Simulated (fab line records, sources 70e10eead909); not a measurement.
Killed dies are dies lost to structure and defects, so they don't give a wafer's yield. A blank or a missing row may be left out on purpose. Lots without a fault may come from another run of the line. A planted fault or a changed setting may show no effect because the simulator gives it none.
A struck lot beside a sound one | flow nand_harc | 20 steps out of a route of 1302
Sound: wafers L144.3, L144.4, L144.6. Struck: wafers L146.1, L146.2, L146.6. The cause comes at the end.
At each step with rows: each side's tool, then ch and its chambers, then its first start. Under that, the readings that differ: sound wafers | struck wafers | difference of the means | sigmas: that difference in standard deviations of wafers without a fault.
alike: readings whose means differ by less than 2 such deviations, and words and numbers that are the same on both sides. not compared: withheld readings, readings that some wafer has no value for, bounds like >300 that may hide the same value, and numbers for which the record gives no deviation and whose values overlap.
The two part at a step that has a row with sigmas, a row that says differs or no value, or rows on one side only. Numbers that don't overlap but have no deviation are shown without sigmas and don't part them. A reading that every wafer of one side lacks parts them only if that side has two wafers or more.

NHARC_P_ZERO_WELL_CD_MEAS_11: target cd 500 nm.
  sound on cd_sem-03 ch 0, day 2 07:15; struck on cd_sem-01 ch 0, day 3 03:15
  alike: cd_nm
then, 1 step without rows for these wafers: NHARC_P_ZERO_WELL_HARDBAKE_12 (time 65 s).
NHARC_P_ZERO_WELL_DESCUM_13: chemistry O2, time 3 s.
  sound on rie_diel-13 ch 1,2, day 2 07:25; struck on rie_diel-12 ch 1,3, day 3 03:25
  alike: drypump_motor_current_A, oes_product_au, rf_vpp_V, showerhead_plenum_p_Torr, throttle_valve_pct
  not compared: rf_hours_counter_h
NHARC_P_ZERO_WELL_ETCH_65: etches the open film in N2/H2, target depth 80 nm, overetch 24 nm, time 87.88 s.
  sound on rie_diel-13 ch 0,2, day 2 07:29; struck on rie_diel-12 ch 0,2, day 3 03:36
  alike: drypump_motor_current_A, n2_flow_sccm, oes_product_au, rf_vpp_V, showerhead_plenum_p_Torr, throttle_valve_pct
  not compared: rf_hours_counter_h
NHARC_P_ZERO_WELL_ETCH_62: etches the open film in CHF3/Ar, target depth 13 nm, time 6.5 s.
  sound on rie_diel-13 ch 0,3; struck on rie_diel-12 ch 2,3
  alike: drypump_motor_current_A, oes_product_au, rf_vpp_V, showerhead_plenum_p_Torr, throttle_valve_pct
  not compared: rf_hours_counter_h
NHARC_P_ZERO_WELL_ETCH_63: etches the open film in HBr/Cl2, target depth 120 nm, time 40.1 s.
  sound on rie_si-02 ch 0,3, day 2 07:40; struck on rie_si-02 ch 0,1,3, day 3 03:47
  alike: drypump_motor_current_A, oes_product_au, throttle_valve_pct
  not compared: rf_hours_counter_h
then, 6 steps without rows for these wafers: NHARC_P_ZERO_WELL_STRIP_15 (strips in SPM, time 900 s); NHARC_P_ZERO_WELL_DEHYDRATE_16 (time 120 s); NHARC_P_ZERO_WELL_HMDS_17 (time 30 s); NHARC_P_ZERO_WELL_COAT_18; NHARC_P_ZERO_WELL_SOFTBAKE_19 (time 95 s); NHARC_P_ZERO_WELL_EBR_20.
NHARC_P_ZERO_WELL_EXPOSE_21: exposes mask P NWELL, target cd 720 nm.
  sound on krf_scanner-01 ch 0, day 2 08:26; struck on krf_scanner-04 ch 0, day 3 04:32
  reading | sound                         | struck                                 | difference | sigmas
  mask    | P_NWELL#0 P_NWELL#0 P_NWELL#0 | P_NWELL_R1#0 P_NWELL_R1#0 P_NWELL_R1#0 | differs    |
then, 2 steps without rows for these wafers: NHARC_P_ZERO_WELL_PEB_22 (peb time 85 s); NHARC_P_ZERO_WELL_DEVELOP_23 (time 70 s).
NHARC_P_ZERO_WELL_CD_MEAS_24: target cd 720 nm.
  sound on cd_sem-01 ch 0, day 2 08:35; struck on cd_sem-02 ch 0, day 3 04:41
  reading    | sound             | struck            | difference | sigmas
  cd_nm (nm) | 720.9 719.4 721.2 | 652.4 650.2 649.8 | -69.7      | -46
then, 1 step without rows for these wafers: NHARC_P_ZERO_WELL_HARDBAKE_25 (time 80 s).
NHARC_P_ZERO_WELL_DESCUM_26: chemistry O2, time 3 s.
  sound on rie_diel-02 ch 0,1,3, day 2 08:44; struck on rie_diel-13 ch 0,1,2, day 3 04:53
  reading                      | sound           | struck          | difference | sigmas
  model.P_ZERO_WELL.cd_nm (nm) | 720 719.9 721.4 | 652 649.5 648.9 | -70        |
  alike: drypump_motor_current_A, oes_product_au, rf_vpp_V, showerhead_plenum_p_Torr, throttle_valve_pct
  not compared: rf_hours_counter_h
then, 1 step without rows for these wafers: NHARC_P_ZERO_WELL_IMPLANT_27.
-- the record jumps here: 23 days lie between the struck wafers' starts before and after (it left off in module P_ZERO_WELL and takes up again in module END, whose first step shown is number 1302 of the route) --
NHARC_END_SORT_01:
  the record has rows for the struck wafers here (prober-01 ch 0, day 26 11:56) and none for the sound ones

WHERE THEY PART
First at NHARC_P_ZERO_WELL_EXPOSE_21; last, within this record, at NHARC_END_SORT_01.

WHY: what the simulator had put in
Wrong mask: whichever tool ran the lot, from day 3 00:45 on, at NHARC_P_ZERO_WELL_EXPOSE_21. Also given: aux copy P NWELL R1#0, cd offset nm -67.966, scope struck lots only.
